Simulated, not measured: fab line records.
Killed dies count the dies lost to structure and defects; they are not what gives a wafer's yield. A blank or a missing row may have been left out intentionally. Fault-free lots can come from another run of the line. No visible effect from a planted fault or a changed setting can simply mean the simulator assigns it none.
Chamber matching	flow nand_harc	pecvd-01 running NHARC_A_STAIRCASE_DEP_151: 3 sister chambers
The step deposits SiO2, target thk 7200 nm. 6 wafers are shown with their chamber, then 10 later ones without.

== WAFERS WITH THEIR CHAMBER ==
wafer	chamber	heater_power_w (W)
L089.4	2	547
L090.1	0	644
L090.2	2	672
L090.3	1	634
L092.1	0	642
L092.3	1	673

== WAFERS WITHOUT THEIR CHAMBER ==
wafer	heater_power_w (W)
L092.6	556
L092.2	578
L092.4	602
L092.5	559
L094.1	562
L094.2	744
L094.4	544
L096.2	633
L096.4	544
L096.6	598

== WHICH CHAMBER EACH WENT THROUGH ==
wafer	from the rows above	in truth
L092.6	can't be placed: 2 or 0 or 1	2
L092.2	can't be placed: 2 or 0 or 1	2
L092.4	can't be placed: 2 or 0 or 1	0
L092.5	can't be placed: 2 or 0 or 1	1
L094.1	can't be placed: 2 or 0 or 1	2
L094.2	can't be placed: 1 or 0 or 2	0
L094.4	can't be placed: 2 or 0 or 1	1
L096.2	can't be placed: 0 or 1 or 2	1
L096.4	can't be placed: 2 or 0 or 1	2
L096.6	can't be placed: 2 or 0 or 1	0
Placed correctly: 0 of 10. Not placeable from these rows: 10 (in 10, the candidates include the true chamber). Placed wrongly: 0.
How it was worked out, from the rows above alone: a wafer's distance from a chamber is the root of the sum, over the readings, of the square of ((its reading less the chamber's mean) divided by the reading's scatter). If the next closest chamber is less than 2 further off than the closest, the wafer can't be placed; otherwise it belongs to the closest. For every chamber, the mean is computed from those of its wafers that are shown. How the scatter is found: for the shown wafers, subtract from each reading the mean of its chamber, square and add these, divide the total by (wafers less chambers), then take the root.
